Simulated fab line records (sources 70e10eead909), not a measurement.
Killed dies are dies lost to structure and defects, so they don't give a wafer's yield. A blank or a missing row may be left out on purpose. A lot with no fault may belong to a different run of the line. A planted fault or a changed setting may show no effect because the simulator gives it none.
Chamber matching + flow nand_harc + NHARC_A_SLIT_DEP_23 on pecvd-01 has 3 sister chambers
The step deposits SiON, target thk 100 nm. 20 wafers are shown with their chamber, then 10 later ones without.

## WAFERS PAIRED WITH THEIR CHAMBERS
| wafer  | chamber | heater_power_w (W) |
|--------|---------|--------------------|
| L074.1 | 0       | 772                |
| L074.2 | 2       | 595                |
| L074.5 | 2       | 600                |
| L077.3 | 1       | 655                |
| L077.4 | 0       | 938                |
| L077.6 | 2       | 540                |
| L076.2 | 2       | 590                |
| L076.4 | 1       | 621                |
| L076.5 | 2       | 594                |
| L081.1 | 2       | 555                |
| L081.2 | 0       | 927                |
| L081.4 | 2       | 583                |
| L082.1 | 2       | 541                |
| L082.3 | 1       | 686                |
| L082.5 | 0       | 846                |
| L083.1 | 0       | 835                |
| L083.3 | 2       | 622                |
| L083.5 | 2       | 632                |
| L086.1 | 1       | 683                |
| L086.4 | 0       | 920                |

SIGNATURES (averages over the wafers above)
| reading        | chamber 0 | chamber 1 | chamber 2 | scatter within a chamber |
|----------------|-----------|-----------|-----------|--------------------------|
| heater_power_w | 873.00    | 661.25    | 585.20    | 44.3                     |
Rule: for each reading, subtract the chamber's mean from the wafer's reading, divide by that reading's scatter and square the result; add these up over the readings and take the root, which gives the wafer's distance from the chamber. If the next closest chamber is less than 2 further off than the closest, the wafer can't be placed; otherwise it belongs to the closest. How the scatter is found: for the shown wafers, subtract from each reading the mean of its chamber, square and add these, divide the total by (wafers less chambers), then take the root.

## WAFERS WHOSE CHAMBER IS MISSING
| wafer  | heater_power_w (W) |
|--------|--------------------|
| L086.6 | 625                |
| L089.1 | 902                |
| L089.2 | 633                |
| L089.5 | 580                |
| L096.2 | 680                |
| L096.4 | 684                |
| L096.5 | 887                |
| L095.1 | 651                |
| L095.3 | 623                |
| L095.6 | 617                |

## WHICH CHAMBER EACH WENT THROUGH
| wafer  | from the rows above     | in truth |
|--------|-------------------------|----------|
| L086.6 | can't be placed: 1 or 2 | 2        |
| L089.1 | 0                       | 0        |
| L089.2 | can't be placed: 1 or 2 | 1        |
| L089.5 | can't be placed: 2 or 1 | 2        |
| L096.2 | can't be placed: 1 or 2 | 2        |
| L096.4 | can't be placed: 1 or 2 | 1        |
| L096.5 | 0                       | 0        |
| L095.1 | can't be placed: 1 or 2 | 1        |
| L095.3 | can't be placed: 2 or 1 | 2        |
| L095.6 | can't be placed: 2 or 1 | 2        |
Correct placement for 2 of the 10. Not placeable from these rows: 8 (in 8, the candidates include the true chamber). Wrongly placed: 0.
